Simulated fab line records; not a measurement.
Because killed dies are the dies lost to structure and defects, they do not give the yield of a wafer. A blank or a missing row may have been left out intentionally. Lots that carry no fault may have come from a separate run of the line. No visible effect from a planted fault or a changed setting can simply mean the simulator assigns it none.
Matching of chambers :: flow nand harc :: 3 sister chambers for NHARC_A_STAIRCASE_DEP_322 on pecvd-01
The step deposits SiO2, target thk 3800 nm. 18 wafers are shown with their chamber, then 9 later ones without.

== WAFERS WITH THEIR CHAMBER ==
wafer: L078.1
chamber: 2
susceptor temp C (C): 400.39
heater power w (W): 787

wafer: L078.4
chamber: 1
susceptor temp C (C): 400.30
heater power w (W): 616

wafer: L078.6
chamber: 0
susceptor temp C (C): 399.90
heater power w (W): 609

wafer: L082.3
chamber: 2
susceptor temp C (C): 399.88
heater power w (W): 781

wafer: L082.4
chamber: 2
susceptor temp C (C): 399.49
heater power w (W): 648

wafer: L082.6
chamber: 0
susceptor temp C (C): 399.95
heater power w (W): 623

wafer: L085.2
chamber: 2
susceptor temp C (C): 399.95
heater power w (W): 747

wafer: L085.4
chamber: 2
susceptor temp C (C): 399.90
heater power w (W): 647

wafer: L085.6
chamber: 0
susceptor temp C (C): 400.10
heater power w (W): 610

wafer: L087.3
chamber: 1
susceptor temp C (C): 399.77
heater power w (W): 679

wafer: L087.4
chamber: 2
susceptor temp C (C): 399.88
heater power w (W): 653

wafer: L087.5
chamber: 1
susceptor temp C (C): 400.12
heater power w (W): 615

wafer: L089.3
chamber: 1
susceptor temp C (C): 400.52
heater power w (W): 751

wafer: L089.4
chamber: 2
susceptor temp C (C): 399.60
heater power w (W): 662

wafer: L089.6
chamber: 1
susceptor temp C (C): 400.48
heater power w (W): 611

wafer: L092.1
chamber: 0
susceptor temp C (C): 399.84
heater power w (W): 776

wafer: L092.4
chamber: 2
susceptor temp C (C): 400.22
heater power w (W): 656

wafer: L092.5
chamber: 1
susceptor temp C (C): 399.90
heater power w (W): 600

SIGNATURES, as means of the wafers listed above
reading: susceptor temp C
chamber 0: 399.9475
chamber 1: 400.1817
chamber 2: 399.9137
scatter within a chamber: 0.272

reading: heater power w
chamber 0: 654.50
chamber 1: 645.33
chamber 2: 697.62
scatter within a chamber: 65.6
Rule: for each reading, subtract the chamber's mean from the wafer's reading, divide by that reading's scatter and square the result; add these up over the readings and take the root, which gives the wafer's distance from the chamber. If the next closest chamber is less than 2 further off than the closest, the wafer can't be placed; otherwise it belongs to the closest. The scatter: take each reading less its chamber's mean, square it, sum over the shown wafers, divide by the number of wafers less the number of chambers, and take the root.

== WAFERS MISSING THEIR CHAMBER ==
wafer: L091.3
susceptor temp C (C): 400.01
heater power w (W): 734

wafer: L091.4
susceptor temp C (C): 399.80
heater power w (W): 631

wafer: L091.5
susceptor temp C (C): 400.08
heater power w (W): 661

wafer: L094.1
susceptor temp C (C): 399.91
heater power w (W): 688

wafer: L094.2
susceptor temp C (C): 399.86
heater power w (W): 742

wafer: L094.3
susceptor temp C (C): 399.69
heater power w (W): 797

wafer: L096.1
susceptor temp C (C): 400.16
heater power w (W): 679

wafer: L096.3
susceptor temp C (C): 400.01
heater power w (W): 808

wafer: L096.5
susceptor temp C (C): 400.33
heater power w (W): 659

== WHICH CHAMBER EACH ONE RAN IN ==
wafer: L091.3
from the rows above: can't be placed: 2 or 0 or 1
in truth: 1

wafer: L091.4
from the rows above: can't be placed: 0 or 2 or 1
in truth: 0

wafer: L091.5
from the rows above: can't be placed: 1 or 0 or 2
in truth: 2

wafer: L094.1
from the rows above: can't be placed: 2 or 0 or 1
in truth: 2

wafer: L094.2
from the rows above: can't be placed: 2 or 0 or 1
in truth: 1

wafer: L094.3
from the rows above: can't be placed: 2 or 0 or 1
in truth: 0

wafer: L096.1
from the rows above: can't be placed: 1 or 0 or 2
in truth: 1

wafer: L096.3
from the rows above: can't be placed: 2 or 0 or 1
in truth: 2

wafer: L096.5
from the rows above: can't be placed: 1 or 0 or 2
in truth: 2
0 of 9 placed correctly. Can't be placed from these rows: 9 (the true chamber is among the candidates in 9). Number placed wrongly: 0.
